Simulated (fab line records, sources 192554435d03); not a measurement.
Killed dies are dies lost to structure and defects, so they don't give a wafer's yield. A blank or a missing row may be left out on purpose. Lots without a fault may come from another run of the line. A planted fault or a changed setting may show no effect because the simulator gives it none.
fab line records | flow n5_finfet
record lots=24 wafers=72 last_day=18
route steps=1938 shown BEOL_M7@1285 BEOL_M8@1332
lots that met no fault: from a run of the same line without faults
start_h: hours from the record's first day to the start of the lot's first wafer shown | wait_h: hours since the lot's step before | " the same as in the row above | L1.1+2: a row that stands for several wafers | - no value, or no start given | * or withheld: withheld | < > ~ a bound
route shown NAME@n: a module of which the file shows steps, and the number in the route of the first | usual: mean/standard deviation of fault-free wafers | same: alike in all rows | chamber/n: place in a boat | sites: the reading at each site | _std_site: their standard deviation | _edge_site: outer sites' mean less inner sites' | radius_mm: how far each site lies from the wafer's centre | mask NAME#n: copy n | behind: the tool/chamber that last shaped the wafer | hold: why the lot was held/for how many hours/how that ended | device: the transistor (n, p or np) that didn't switch | end of line: the same wafers' tests at the end of the route | a step without rows: its recipe alone | killed: dies lost to structure and defects at the first sort, not the wafer's yield | map: a wafer's dies, x killed, . not, _ none there
set.NAME: the setting as run; set.NAME@STEP: as run at that earlier step | model.NAME: the simulator's own value behind a step, which no gauge read
steps of the route over a sample of lots; a table a step, a row a wafer
services: from which hour (start_h, from the record's first day; less than 0 if before it) a tool's chamber was out of use, for how many hours, and why
## steps
# step N5_BEOL_M7_STRIP_19
# recipe chemistry=O2 power_w=400 temp_c=40 pressure_mtorr=30 rf_frequency_hz=6e+07 bias_power_w=0 overash_fraction=0.2 o2_flow_sccm=225
# usual drypump_motor_current_A=5.7/0.41 oes_product_au=0.78/0.093 rf_vpp_V=3.6/0.59 showerhead_plenum_p_Torr=2.08/0.084 throttle_valve_pct=16.68/0.26
# same overash_fraction=0.2
# columns lot.wafer tool chamber start_h wait_h drypump_motor_current_A oes_product_au rf_hours_counter_h rf_vpp_V showerhead_plenum_p_Torr throttle_valve_pct
L074.2 rie_diel-04 3 184.90 0.1 6.3 0.86 50 3.9 2.24 16.73
L074.4 " 2 " " 5.8 0.75 165 3.7 2.07 16.57
L074.6 " 0 " " 5.5 0.71 - 2.7 1.97 16.81
L075.1 rie_diel-03 0 212.44 0.1 5.9 0.84 63 3.3 2.02 16.37
L075.4 " 2 " " 6.1 0.75 175 4.2 2.00 16.74
L075.6 " 0 " " 6.0 0.84 - 3.9 2.02 16.36
L076.3 rie_diel-04 0 218.54 0.2 5.5 0.69 227 2.6 1.97 16.82
L076.5 " 2 " " 5.8 0.72 - 4.0 2.06 16.59
L076.6 " 1 " " 5.2 0.68 - 3.0 2.16 16.90
L077.2 rie_diel-03 3 218.98 0.1 5.5 0.69 196 4.2 2.17 16.73
L077.4 " 2 " " 6.0 0.76 177 4.3 2.00 16.75
L077.5 " 0 " " 6.0 0.84 - 4.0 2.02 16.37
L078.1 rie_diel-04 0 228.66 0.1 5.5 0.69 230 4.4 1.97 16.84
L078.3 " 2 " " 5.8 0.73 177 4.4 2.06 16.58
L078.4 " 3 " " 6.3 0.85 - 4.8 2.23 16.75
L080.2 rie_diel-02 1 242.66 0.2 6.4 0.96 6 3.0 2.03 16.16
L080.3 " 2 " " 5.9 0.75 160 3.7 2.09 16.90
L080.6 " 0 " " 5.7 0.91 - 2.8 2.14 16.40
L079.1 rie_diel-04 2 242.70 0.2 5.8 0.73 182 3.1 2.06 16.60
L079.3 " 0 " " 5.5 0.68 235 4.1 1.97 16.86
L079.4 " 0 " " 5.5 0.69 - 3.5 1.97 16.84
L082.4 rie_diel-04 0 247.16 0.1 5.5 0.68 - 3.9 1.97 16.85
L082.5 " 3 " " 6.3 0.83 - 2.8 2.23 16.77
L082.6 " 2 " " 5.8 0.72 - 3.4 2.06 16.58
L081.3 rie_diel-03 1 251.05 0.1 5.7 0.76 162 3.5 2.08 16.47
L081.5 " 0 " " 5.9 0.84 - 3.0 2.02 16.40
L081.6 " 1 " " 5.7 0.76 - 3.0 2.08 16.46
L085.2 rie_diel-02 2 251.23 0.1 5.8 0.75 162 3.8 2.09 16.91
L085.3 " 3 " " 4.9 0.72 226 3.9 2.00 17.16
L085.5 " 0 " " 5.7 0.92 - 4.3 2.14 16.42
L083.4 rie_diel-04 2 265.24 0.1 5.8 0.72 189 2.8 2.06 16.64
L083.5 " 0 " " 5.5 0.69 - 3.8 1.97 16.86
L083.6 " 1 " " 5.2 0.98 - 4.0 2.16 16.40
L084.3 rie_diel-02 2 269.71 0.1 5.9 0.75 168 4.1 2.09 16.94
L084.4 " 0 " " 5.7 0.92 25 4.9 2.14 16.44
L084.5 " 2 " " 5.8 0.75 - 4.6 2.09 16.93
L088.2 rie_diel-03 1 272.07 0.1 5.7 0.76 169 3.3 2.08 16.47
L088.4 " 0 " " 5.9 0.83 79 4.2 2.02 16.42
L088.5 " 3 " " 5.5 0.69 - 3.7 2.17 16.77
L086.1 rie_diel-04 3 272.26 0.1 6.3 0.83 76 3.1 2.23 16.78
L086.3 " 1 " " 5.2 0.97 4 4.7 2.16 16.42
L086.5 " 1 " " 5.2 0.98 - 3.5 2.16 16.43
L087.1 rie_diel-04 3 273.11 0.1 6.3 0.84 76 3.4 2.23 16.76
L087.3 " 1 " " 5.2 0.96 4 2.4 2.16 16.43
L087.6 " 0 " " 5.5 0.67 - 3.5 1.97 16.88
L089.4 rie_diel-02 0 287.33 0.1 5.6 0.89 30 3.5 2.14 16.45
L089.5 " 2 " " 5.8 0.74 - 3.8 2.09 16.94
L089.6 " 3 " " 4.8 0.70 - 3.5 2.00 17.18
L090.1 rie_diel-02 3 301.12 0.1 4.9 0.70 239 3.3 2.00 17.18
L090.3 " 0 " " 5.7 0.89 35 3.1 2.13 16.45
L090.5 " 3 " " 4.9 0.70 - 3.8 1.99 17.16
L091.3 rie_diel-03 1 304.92 0.1 5.7 0.75 178 4.1 2.08 16.50
L091.5 " 0 " " 5.9 0.82 - 3.6 2.02 16.43
L091.6 " 3 " " 5.5 0.68 - 3.7 2.16 16.75
L093.2 rie_diel-02 1 308.77 0.3 6.3 0.91 26 3.4 2.03 16.24
L093.3 " 2 " " 5.9 0.72 181 3.8 2.09 16.96
L093.5 " 1 " " 6.3 0.92 - 3.8 2.03 16.23
L092.2 rie_diel-03 3 313.08 0.1 5.5 0.67 222 4.5 2.16 16.77
L092.3 " 1 " " 5.7 0.74 180 2.1 2.08 16.49
L092.6 " 0 " " 5.9 0.82 - 4.1 2.01 16.43
L094.1 rie_diel-02 1 313.56 0.1 6.3 0.90 28 3.4 2.03 16.25
L094.5 " 3 " " 4.9 0.70 - 2.8 1.99 17.19
L094.6 " 1 " " 6.3 0.91 - 3.6 2.02 16.23
L097.2 rie_diel-02 1 348.94 0.1 6.3 0.89 40 3.2 2.02 16.26
L097.3 " 0 " " 5.7 0.86 46 2.7 2.13 16.45
L097.5 " 3 " " 4.9 0.98 - 2.9 2.26 16.71
L095.1 rie_diel-03 2 349.36 0.1 6.0 0.73 215 3.6 1.98 16.82
L095.4 " 1 " " 5.7 0.72 192 2.9 2.07 16.50
L095.5 " 0 " " 5.9 0.81 - 3.5 2.01 16.41
L096.1 rie_diel-04 0 352.22 0.1 5.5 0.96 7 3.6 2.22 16.40
L096.2 " 2 " " 5.8 0.69 217 4.7 2.05 16.66
L096.5 " 0 " " 5.5 0.97 - 3.2 2.22 16.40
# step N5_BEOL_M7_TRENCH_ETCH_37
# recipe chemistry=C4F6/O2 target_depth_a=934.78 target=SiCOH_lowk time_s=31.2 ion_energy_ev=250 pressure_mtorr=30 source_w=345 bias_w=185 Ar_flow_sccm=300 C4F6_flow_sccm=10 O2_flow_sccm=10
# usual drypump_motor_current_A=5.8/0.37 oes_product_au=0.78/0.09 rf_fwd_power_W=340.4/1.5 rf_vpp_V=667/13 showerhead_plenum_p_Torr=2.84/0.098 throttle_valve_pct=20.95/0.17
# columns lot.wafer tool chamber start_h wait_h drypump_motor_current_A oes_product_au rf_fwd_power_W rf_hours_counter_h rf_vpp_V showerhead_plenum_p_Torr throttle_valve_pct
L074.2 rie_diel-03 2 - - 6.0 0.76 341.2 167 665 2.72 20.96
L074.4 " 0 " " 5.9 0.85 339.8 55 691 2.78 20.74
L074.6 " 2 " " 6.0 0.76 340.9 - 666 2.72 20.94
L075.1 rie_diel-04 2 - - 5.8 0.73 337.3 173 651 2.85 20.99
L075.4 " 1 " " 5.2 0.66 340.2 246 677 2.94 21.17
L075.6 " 1 " " 5.2 0.67 338.9 - 676 2.94 21.17
L076.3 rie_diel-03 3 - - 5.5 0.69 341.8 196 654 2.94 20.91
L076.5 " 1 " " 5.7 0.76 341.2 - 682 2.86 20.82
L076.6 " 2 " " 6.0 0.75 340.0 - 665 2.72 20.95
L077.2 rie_diel-04 1 - - 5.2 0.67 340.7 248 676 2.94 21.19
L077.4 " 2 " " 5.8 0.72 338.6 175 653 2.85 20.99
L077.5 " 1 " " 5.2 0.66 339.5 - 676 2.94 21.19
L078.1 rie_diel-03 3 - - 5.5 0.69 342.8 199 654 2.94 20.92
L078.3 " 1 " " 5.7 0.76 341.3 157 683 2.86 20.83
L078.4 " 0 " " 5.9 0.83 340.2 67 691 2.77 20.75
L079.1 rie_diel-03 1 - - 5.7 0.76 342.2 160 683 2.86 20.82
L079.3 " 3 " " 5.5 0.69 341.2 202 655 2.94 20.93
L079.4 " 2 " " 6.0 0.74 342.2 184 666 2.72 20.97
L080.2 rie_diel-04 2 - - 5.8 0.72 337.6 183 652 2.84 20.99
L080.3 " 3 " " 6.3 0.82 339.9 68 654 3.01 21.02
L080.6 " 0 " " 5.5 0.68 338.7 - 655 2.71 21.23
L082.4 rie_diel-03 2 - - 6.0 0.74 339.1 185 665 2.71 20.99
L082.5 " 0 " " 5.9 0.83 340.4 - 691 2.77 20.77
L082.6 " 1 " " 5.7 0.76 341.3 - 682 2.86 20.83
L081.3 rie_diel-02 3 - - 4.9 0.72 342.7 226 663 2.69 21.23
L081.5 " 0 " " 5.7 0.92 342.0 - 670 2.90 20.67
L081.6 " 1 " " 6.4 0.94 342.0 - 657 2.82 20.77
L085.2 rie_diel-03 3 - - 5.5 0.68 343.4 205 654 2.93 20.93
L085.3 " 1 " " 5.7 0.76 340.5 163 681 2.86 20.84
L085.5 " 3 " " 5.5 0.68 342.5 - 654 2.93 20.93
L083.4 rie_diel-04 1 - - 5.2 0.97 338.4 2 675 2.94 20.79
L083.5 " 2 " " 5.8 0.72 337.2 - 652 2.84 21.00
L083.6 " 1 " " 5.2 0.97 340.0 - 677 2.94 20.79
L084.3 rie_diel-03 0 - - 5.9 0.82 340.8 79 691 2.77 20.78
L084.4 " 2 " " 6.0 0.74 342.8 193 666 2.71 21.00
L084.5 " 3 " " 5.5 0.69 339.9 - 653 2.93 20.93
L088.2 rie_diel-04 3 - - 6.3 0.82 340.9 76 654 3.01 21.04
L088.4 " 2 " " 5.8 0.72 338.0 192 651 2.84 21.00
L088.5 " 0 " " 5.5 0.67 339.9 - 654 2.71 21.23
L086.1 rie_diel-02 2 - - 5.8 0.74 341.4 169 671 2.86 21.28
L086.3 " 1 " " 6.3 0.93 339.6 13 657 2.82 20.79
L086.5 " 3 " " 4.9 0.72 341.8 - 663 2.68 21.23
L087.1 rie_diel-03 0 - - 5.9 0.82 339.8 80 690 2.77 20.77
L087.3 " 2 " " 6.0 0.74 340.6 194 665 2.71 20.97
L087.6 " 1 " " 5.7 0.76 340.2 - 681 2.85 20.83
L089.4 rie_diel-02 0 - - 5.7 0.90 342.3 31 668 2.89 20.69
L089.5 " 1 " " 6.3 0.92 341.3 - 657 2.82 20.79
L089.6 " 0 " " 5.7 0.90 341.3 - 669 2.89 20.69
L090.1 rie_diel-02 1 - - 6.4 0.92 339.9 22 657 2.82 20.81
L090.3 " 2 " " 5.9 0.74 340.9 178 667 2.85 21.29
L090.5 " 0 " " 5.7 0.89 341.6 - 670 2.89 20.68
L091.3 rie_diel-03 3 - - 5.5 0.67 343.2 222 654 2.93 20.97
L091.5 " 0 " " 5.9 0.81 339.6 - 691 2.76 20.77
L091.6 " 3 " " 5.5 0.68 342.9 - 654 2.93 20.95
L093.2 rie_diel-02 3 - - 4.9 0.71 342.1 243 663 2.68 21.24
L093.3 " 2 " " 5.9 0.74 339.9 182 669 2.85 21.32
L093.5 " 2 " " 5.9 0.74 340.5 - 667 2.85 21.31
L094.1 rie_diel-04 2 - - 5.8 0.70 337.8 206 652 2.83 21.05
L094.5 " 3 " " 6.3 0.80 339.9 - 654 3.00 21.08
L094.6 " 2 " " 5.8 0.70 337.6 - 652 2.83 21.03
L092.2 rie_diel-03 3 - - 5.5 0.68 342.2 224 654 2.93 20.96
L092.3 " 2 " " 6.0 0.73 341.5 205 665 2.71 21.02
L092.6 " 0 " " 5.9 0.81 341.0 - 692 2.76 20.80
L095.1 rie_diel-04 2 - - 5.8 0.69 335.4 216 651 2.83 21.04
L095.4 " 2 " " 5.8 0.69 337.3 - 651 2.83 21.06
L095.5 " 3 " " 6.3 0.80 340.3 - 654 3.00 21.07
L097.2 rie_diel-04 2 - - 5.8 0.69 338.5 216 652 2.83 21.05
L097.3 " 3 " " 6.3 0.79 340.9 100 655 3.00 21.08
L097.5 " 2 " " 5.8 0.69 336.4 - 650 2.83 21.05
L096.1 rie_diel-02 1 - - 6.3 0.89 341.4 41 657 2.81 20.83
L096.2 " 2 " " 5.8 0.73 342.0 197 667 2.85 21.31
L096.5 " 0 " " 5.7 0.88 341.6 - 669 2.88 20.73
# step N5_BEOL_M7_STRIP_80
# recipe chemistry=N2/H2 time_s=10 power_w=450 temp_c=40 pressure_mtorr=20 rf_frequency_hz=6e+07 bias_power_w=7 n2_flow_sccm=200 h2_flow_sccm=200
# usual drypump_motor_current_A=5.8/0.37 oes_product_au=0.79/0.09 rf_vpp_V=59.1/0.85 showerhead_plenum_p_Torr=2.53/0.091 throttle_valve_pct=23.67/0.26
# columns lot.wafer tool chamber start_h wait_h drypump_motor_current_A oes_product_au rf_hours_counter_h rf_vpp_V showerhead_plenum_p_Torr throttle_valve_pct
L074.2 rie_diel-03 2 - - 6.1 0.76 167 57.8 2.44 23.84
L074.4 " 0 " " 6.0 0.86 55 59.1 2.46 23.53
L074.6 " 2 " " 6.1 0.76 - 58.5 2.44 23.83
L075.1 rie_diel-04 2 - - 5.8 0.74 173 59.0 2.52 23.36
L075.4 " 1 " " 5.2 0.67 246 60.0 2.61 24.05
L075.6 " 1 " " 5.2 0.67 - 59.4 2.61 24.05
L076.3 rie_diel-03 3 - - 5.5 0.69 196 59.8 2.64 23.54
L076.5 " 1 " " 5.7 0.76 - 59.5 2.53 23.40
L076.6 " 2 " " 6.1 0.75 - 59.1 2.44 23.84
L077.2 rie_diel-04 1 - - 5.2 0.67 249 57.8 2.61 24.05
L077.4 " 2 " " 5.8 0.73 175 59.6 2.52 23.37
L077.5 " 1 " " 5.2 0.67 - 58.0 2.61 24.07
L078.1 rie_diel-03 3 - - 5.5 0.69 199 58.8 2.63 23.53
L078.3 " 1 " " 5.7 0.77 157 59.1 2.53 23.40
L078.4 " 0 " " 5.9 0.84 67 59.9 2.46 23.52
L079.1 rie_diel-03 1 - - 5.7 0.76 160 59.1 2.53 23.40
L079.3 " 3 " " 5.5 0.69 202 59.4 2.63 23.53
L079.4 " 2 " " 6.1 0.75 184 59.4 2.43 23.87
L080.2 rie_diel-04 2 - - 5.8 0.72 183 61.1 2.52 23.38
L080.3 " 3 " " 6.3 0.85 68 60.0 2.68 23.93
L080.6 " 0 " " 5.5 0.69 - 58.5 2.40 24.00
L082.4 rie_diel-03 2 - - 6.0 0.75 185 57.6 2.43 23.86
L082.5 " 0 " " 5.9 0.84 - 59.6 2.46 23.54
L082.6 " 1 " " 5.7 0.77 - 60.4 2.53 23.41
L081.3 rie_diel-02 3 - - 4.9 0.71 226 58.8 2.40 23.95
L081.5 " 0 " " 5.7 0.91 - 60.7 2.61 23.73
L081.6 " 1 " " 6.4 0.95 - 59.0 2.48 23.24
L085.2 rie_diel-03 3 - - 5.5 0.69 205 58.1 2.63 23.54
L085.3 " 1 " " 5.7 0.75 163 59.1 2.53 23.40
L085.5 " 3 " " 5.5 0.69 - 60.3 2.63 23.55
L083.4 rie_diel-04 1 - - 5.2 0.98 2 59.4 2.61 23.63
L083.5 " 2 " " 5.8 0.72 - 59.8 2.51 23.38
L083.6 " 1 " " 5.2 0.98 - 60.2 2.61 23.63
L084.3 rie_diel-03 0 - - 5.9 0.83 79 60.5 2.45 23.54
L084.4 " 2 " " 6.0 0.74 193 58.4 2.43 23.88
L084.5 " 3 " " 5.5 0.68 - 60.2 2.63 23.55
L088.2 rie_diel-04 3 - - 6.3 0.84 76 58.4 2.68 23.96
L088.4 " 2 " " 5.8 0.72 192 58.8 2.51 23.40
L088.5 " 0 " " 5.5 0.68 - 58.7 2.40 24.02
L086.1 rie_diel-02 2 - - 5.9 0.75 169 59.9 2.53 24.03
L086.3 " 1 " " 6.3 0.95 13 59.7 2.48 23.24
L086.5 " 3 " " 4.9 0.71 - 58.2 2.39 23.94
L087.1 rie_diel-03 0 - - 5.9 0.82 80 57.8 2.45 23.54
L087.3 " 2 " " 6.0 0.74 194 59.3 2.43 23.87
L087.6 " 1 " " 5.7 0.75 - 58.5 2.53 23.42
L089.4 rie_diel-02 0 - - 5.7 0.88 31 59.0 2.61 23.75
L089.5 " 1 " " 6.3 0.92 - 58.0 2.48 23.26
L089.6 " 0 " " 5.7 0.89 - 59.1 2.61 23.74
L090.1 rie_diel-02 1 - - 6.3 0.93 22 58.5 2.48 23.26
L090.3 " 2 " " 5.9 0.74 178 58.9 2.53 24.05
L090.5 " 0 " " 5.7 0.88 - 59.1 2.60 23.76
L091.3 rie_diel-03 3 - - 5.5 0.68 222 60.1 2.62 23.57
L091.5 " 0 " " 5.9 0.81 - 58.5 2.45 23.57
L091.6 " 3 " " 5.5 0.68 - 58.8 2.62 23.58
L093.2 rie_diel-02 3 - - 4.9 0.70 243 57.2 2.39 23.96
L093.3 " 2 " " 5.9 0.72 182 57.6 2.53 24.07
L093.5 " 2 " " 5.9 0.73 - 60.6 2.53 24.05
L094.1 rie_diel-04 2 - - 5.8 0.70 206 59.3 2.51 23.42
L094.5 " 3 " " 6.3 0.82 - 59.7 2.67 23.97
L094.6 " 2 " " 5.8 0.71 - 59.7 2.51 23.41
L092.2 rie_diel-03 3 - - 5.5 0.68 224 58.6 2.62 23.57
L092.3 " 2 " " 6.0 0.73 205 58.7 2.43 23.89
L092.6 " 0 " " 5.9 0.81 - 58.5 2.45 23.57
L095.1 rie_diel-04 2 - - 5.8 0.70 216 57.6 2.50 23.40
L095.4 " 2 " " 5.8 0.69 - 58.6 2.50 23.42
L095.5 " 3 " " 6.3 0.81 - 59.9 2.67 23.98
L097.2 rie_diel-04 2 - - 5.8 0.69 216 58.5 2.50 23.43
L097.3 " 3 " " 6.3 0.80 100 59.8 2.67 23.98
L097.5 " 2 " " 5.8 0.69 - 59.7 2.50 23.43
L096.1 rie_diel-02 1 - - 6.4 0.88 41 59.8 2.47 23.29
L096.2 " 2 " " 5.8 0.72 197 58.7 2.52 24.08
L096.5 " 0 " " 5.7 0.87 - 59.3 2.60 23.77
# step N5_BEOL_M7_PRE_CLEAN_45
# recipe gas=H2/He time_s=30 temp_c=250
# usual heater_power_w=343/28
# columns lot.wafer tool chamber start_h wait_h heater_power_w
L074.2 pvd_sputter-02 - 187.54 0.0 348
L074.4 " - " " 382
L074.6 " - " " 302
L075.1 pvd_sputter-02 - 214.61 0.0 361
L075.4 " - " " 400
L075.6 " - " " 310
L076.3 pvd_sputter-02 - 220.37 0.0 351
L076.5 " - " " 303
L076.6 " - " " 364
L077.2 pvd_sputter-03 - 222.91 0.0 363
L077.4 " - " " 338
L077.5 " - " " 367
L078.1 pvd_sputter-03 - 232.70 0.0 340
L078.3 " - " " 329
L078.4 " - " " 327
L079.1 pvd_sputter-02 - 244.58 0.0 345
L079.3 " - " " 299
L079.4 " - " " 397
L080.2 pvd_sputter-03 - 245.66 0.0 327
L080.3 " - " " 319
L080.6 " - " " 343
L082.4 pvd_sputter-02 - 250.70 0.0 395
L082.5 " - " " 347
L082.6 " - " " 380
L081.3 pvd_sputter-03 - 253.21 0.0 366
L081.5 " - " " 342
L081.6 " - " " 323
L085.2 pvd_sputter-01 - 254.55 0.0 364
L085.3 " - " " 327
L085.5 " - " " 361
L083.4 pvd_sputter-03 - 267.49 0.0 329
L083.5 " - " " 332
L083.6 " - " " 342
L084.3 pvd_sputter-01 - 272.52 0.0 311
L084.4 " - " " 365
L084.5 " - " " 299
L088.2 pvd_sputter-02 - 275.37 0.0 357
L088.4 " - " " 349
L088.5 " - " " 396
L086.1 pvd_sputter-02 - 275.45 0.0 385
L086.3 " - " " 358
L086.5 " - " " 297
L087.1 pvd_sputter-01 - 275.74 0.0 363
L087.3 " - " " 357
L087.6 " - " " 309
L089.4 pvd_sputter-01 - 294.57 0.0 360
L089.5 " - " " 354
L089.6 " - " " 365
L090.1 pvd_sputter-02 - 303.99 0.0 350
L090.3 " - " " 396
L090.5 " - " " 364
L091.3 pvd_sputter-03 - 311.82 0.0 333
L091.5 " - " " 359
L091.6 " - " " 335
L093.2 pvd_sputter-03 - 311.90 0.0 346
L093.3 " - " " 362
L093.5 " - " " 352
L094.1 pvd_sputter-02 - 318.83 0.0 305
L094.5 " - " " 391
L094.6 " - " " 301
L092.2 pvd_sputter-03 - 318.86 0.0 372
L092.3 " - " " 349
L092.6 " - " " 329
L095.1 pvd_sputter-01 - 352.65 0.0 303
L095.4 " - " " 364
L095.5 " - " " 363
L097.2 pvd_sputter-01 - 353.23 0.0 295
L097.3 " - " " 318
L097.5 " - " " 368
L096.1 pvd_sputter-02 - 354.03 0.0 349
L096.2 " - " " 303
L096.5 " - " " 304
# step N5_BEOL_M7_THK_MEAS_53
# recipe thk_meas_gauge=xrf reads=Cu_of_BEOL_M7_ECD_50
# usual M7_THK=79.4/1.8
# columns lot.wafer tool chamber start_h wait_h M7_THK[nm]
L074.2 film_metro-02 - 189.20 - 79.8
L074.4 " - " " 80.3
L074.6 " - " " 80.5
L075.1 film_metro-02 - 217.95 - 79.9
L075.4 " - " " 77.5
L075.6 " - " " 78.0
L076.3 film_metro-01 - 223.46 - 77.7
L076.5 " - " " 80.4
L076.6 " - " " 79.8
L077.2 film_metro-02 - 224.56 - 80.6
L077.4 " - " " 82.0
L077.5 " - " " 81.6
L078.1 film_metro-01 - 234.30 - 76.7
L078.3 " - " " 78.7
L078.4 " - " " 78.4
L079.1 film_metro-01 - 246.60 - 80.8
L079.3 " - " " 77.5
L079.4 " - " " 78.6
L080.2 film_metro-01 - 247.06 - 80.0
L080.3 " - " " 76.9
L080.6 " - " " 75.8
L082.4 film_metro-02 - 252.18 - 76.2
L082.5 " - " " 78.9
L082.6 " - " " 79.9
L081.3 film_metro-01 - 255.23 - 81.2
L081.5 " - " " 79.2
L081.6 " - " " 80.2
L085.2 film_metro-01 - 256.06 - 77.0
L085.3 " - " " 81.3
L085.5 " - " " 78.3
L083.4 film_metro-01 - 269.66 - 79.1
L083.5 " - " " 80.1
L083.6 " - " " 79.3
L084.3 film_metro-01 - 275.51 - 80.0
L084.4 " - " " 79.6
L084.5 " - " " 78.7
L088.2 film_metro-01 - 277.11 - 78.5
L088.4 " - " " 79.3
L088.5 " - " " 76.9
L086.1 film_metro-02 - 277.26 - 79.7
L086.3 " - " " 81.3
L086.5 " - " " 80.2
L087.1 film_metro-02 - 278.14 - 77.6
L087.3 " - " " 78.4
L087.6 " - " " 80.9
L089.4 film_metro-02 - 295.90 - 80.9
L089.5 " - " " 80.4
L089.6 " - " " 78.8
L090.1 film_metro-02 - 305.87 - 81.3
L090.3 " - " " 81.0
L090.5 " - " " 80.5
L091.3 film_metro-01 - 313.57 - 78.2
L091.5 " - " " 81.5
L091.6 " - " " 77.9
L093.2 film_metro-02 - 313.84 - 83.0
L093.3 " - " " 82.5
L093.5 " - " " 82.4
L094.1 film_metro-02 - 320.56 - 79.9
L094.5 " - " " 78.2
L094.6 " - " " 81.6
L092.2 film_metro-01 - 320.84 - 78.2
L092.3 " - " " 78.8
L092.6 " - " " 79.2
L095.1 film_metro-01 - 354.46 - 77.1
L095.4 " - " " 78.7
L095.5 " - " " 77.5
L097.2 film_metro-02 - 354.75 - 76.1
L097.3 " - " " 76.8
L097.5 " - " " 77.2
L096.1 film_metro-01 - 357.13 0.3 80.4
L096.2 " - " " 79.5
L096.5 " - " " 79.2
# step N5_BEOL_M8_ILD_DEP_00
# recipe material=SiCOH_lowk target_thk_a=1797.5 temp_c=300 precursor=DEMS/porogen pressure_torr=5 rf_w=500 time_s=33.4
# usual heater_power_w=310/49 rf_fwd_power_W=494.7/1.9 showerhead_plenum_p_Torr=5.736/0.019 throttle_valve_pct=13.8/0.68
# columns lot.wafer tool chamber start_h wait_h heater_power_w rf_fwd_power_W showerhead_plenum_p_Torr throttle_valve_pct
L074.2 pecvd-02 1 189.39 0.0 327 495.3 5.763 14.2
L074.4 " 2 " " 268 494.8 5.726 13.6
L074.6 " 0 " " 347 495.8 5.749 13.5
L075.1 pecvd-02 1 218.15 0.0 262 494.6 5.761 14.1
L075.4 " 1 " " 270 492.9 5.765 14.0
L075.6 " 0 " " 328 495.2 5.736 13.6
L076.3 pecvd-01 0 223.69 0.0 334 493.9 5.739 14.5
L076.5 " 2 " " 298 493.7 5.716 13.1
L076.6 " 0 " " 344 493.9 5.734 14.5
L077.2 pecvd-02 0 224.75 0.0 315 494.3 5.749 13.9
L077.4 " 1 " " 316 494.0 5.767 14.0
L077.5 " 0 " " 314 494.3 5.722 13.7
L078.1 pecvd-02 1 234.49 0.0 326 494.7 5.781 14.0
L078.3 " 0 " " 317 494.3 5.740 13.7
L078.4 " 2 " " 240 492.2 5.714 13.2
L079.1 pecvd-02 2 246.79 0.0 290 495.7 5.717 13.2
L079.3 " 0 " " 322 493.0 5.729 13.9
L079.4 " 1 " " 308 495.6 5.749 14.0
L080.2 pecvd-03 2 247.25 0.0 315 496.9 5.741 13.5
L080.3 " 2 " " 320 496.1 5.733 13.6
L080.6 " 2 " " 311 496.1 5.729 13.9
L082.4 pecvd-01 1 252.40 0.1 429 495.7 5.731 12.7
L082.5 " 2 " " 294 497.1 5.721 13.2
L082.6 " 0 " " 312 492.8 5.747 14.7
L081.3 pecvd-02 0 255.43 0.0 300 494.0 5.755 13.7
L081.5 " 1 " " 303 494.2 5.764 14.1
L081.6 " 2 " " 257 491.7 5.724 13.4
L085.2 pecvd-01 2 256.29 0.0 295 496.5 5.709 13.1
L085.3 " 0 " " 307 496.6 5.746 15.0
L085.5 " 2 " " 292 496.2 5.722 13.3
L083.4 pecvd-01 0 269.88 0.1 317 494.2 5.726 14.8
L083.5 " 2 " " 275 498.5 5.731 13.2
L083.6 " 1 " " 386 495.0 5.736 12.6
L084.3 pecvd-01 0 275.70 0.0 284 492.8 5.745 14.6
L084.4 " 0 " " 303 493.6 5.732 14.9
L084.5 " 1 " " 384 492.6 5.735 12.6
L088.2 pecvd-02 2 277.30 0.0 265 494.3 5.708 13.3
L088.4 " 2 " " 274 491.9 5.715 13.3
L088.5 " 1 " " 263 495.1 5.764 14.0
L086.1 pecvd-01 1 277.45 0.0 423 497.5 5.731 12.8
L086.3 " 2 " " 268 496.9 5.724 13.5
L086.5 " 2 " " 284 494.1 5.717 13.1
L087.1 pecvd-01 0 278.34 0.0 292 498.4 5.740 14.7
L087.3 " 1 " " 429 493.3 5.722 12.5
L087.6 " 0 " " 301 496.7 5.734 14.8
L089.4 pecvd-03 1 296.11 0.1 334 494.4 5.734 15.2
L089.5 " 0 " " 262 496.9 5.737 14.4
L089.6 " 2 " " 319 500.7 5.743 13.9
L090.1 pecvd-02 0 306.06 0.0 297 495.2 5.742 13.9
L090.3 " 1 " " 289 493.7 5.766 14.0
L090.5 " 1 " " 297 493.7 5.768 14.3
L091.3 pecvd-02 2 313.77 0.0 290 494.1 5.719 13.4
L091.5 " 1 " " 300 492.4 5.785 13.9
L091.6 " 2 " " 298 494.2 5.710 13.7
L093.2 pecvd-03 2 314.03 0.0 279 498.9 5.724 14.1
L093.3 " 0 " " 243 495.3 5.737 14.4
L093.5 " 0 " " 246 496.0 5.737 14.5
L094.1 pecvd-03 1 320.75 0.0 418 495.9 5.750 15.3
L094.5 " 1 " " 327 496.2 5.747 15.3
L094.6 " 2 " " 296 495.9 5.733 13.7
L092.2 pecvd-02 2 321.04 0.0 268 493.6 5.717 13.4
L092.3 " 2 " " 272 492.5 5.703 13.5
L092.6 " 2 " " 271 492.4 5.702 13.4
L095.1 pecvd-02 1 354.66 0.0 261 491.8 5.770 14.0
L095.4 " 1 " " 266 493.2 5.760 14.0
L095.5 " 2 " " 225 489.2 5.709 13.8
L097.2 pecvd-03 0 354.94 0.0 293 495.2 5.736 14.3
L097.3 " 2 " " 266 498.3 5.727 13.8
L097.5 " 0 " " 296 494.0 5.746 14.3
L096.1 pecvd-02 2 357.33 0.0 259 493.1 5.697 13.5
L096.2 " 1 " " 320 494.6 5.769 14.1
L096.5 " 2 " " 260 489.3 5.720 13.5
## services
# columns tool chamber start_h hours kind
pvd_sputter-02 - 162.27 23.5 repair
pecvd-03 2 170.54 5.2 repair
rie_diel-04 0 176.83 7.2 repair
pecvd-01 - 190.93 2.6 repair
rie_diel-04 0 204.06 8.8 repair
pecvd-02 2 212.62 8.6 repair
rie_diel-04 1 225.88 - clean
rie_diel-04 1 225.88 - consumable_replace:focus_ring
rie_diel-04 1 225.88 31.8 scheduled_down
pecvd-03 1 241.93 22.3 repair
rie_diel-02 1 257.11 6.0 repair
pecvd-02 0 279.07 4.1 repair
rie_diel-04 0 284.54 18.3 repair
pecvd-01 - 293.53 14.6 pm
rie_diel-02 3 293.80 6.4 repair
pvd_sputter-02 - 310.46 4.5 repair
rie_diel-03 0 318.87 4.7 repair
pvd_sputter-02 - 324.98 1.7 repair
rie_diel-03 0 325.59 3.4 repair
pvd_sputter-03 - 330.58 2.5 repair
pvd_sputter-03 - 333.25 7.2 repair
pecvd-02 - 339.09 14.6 pm
pvd_sputter-02 - 343.85 3.3 repair
rie_diel-04 1 350.14 7.9 repair
## key
fault none
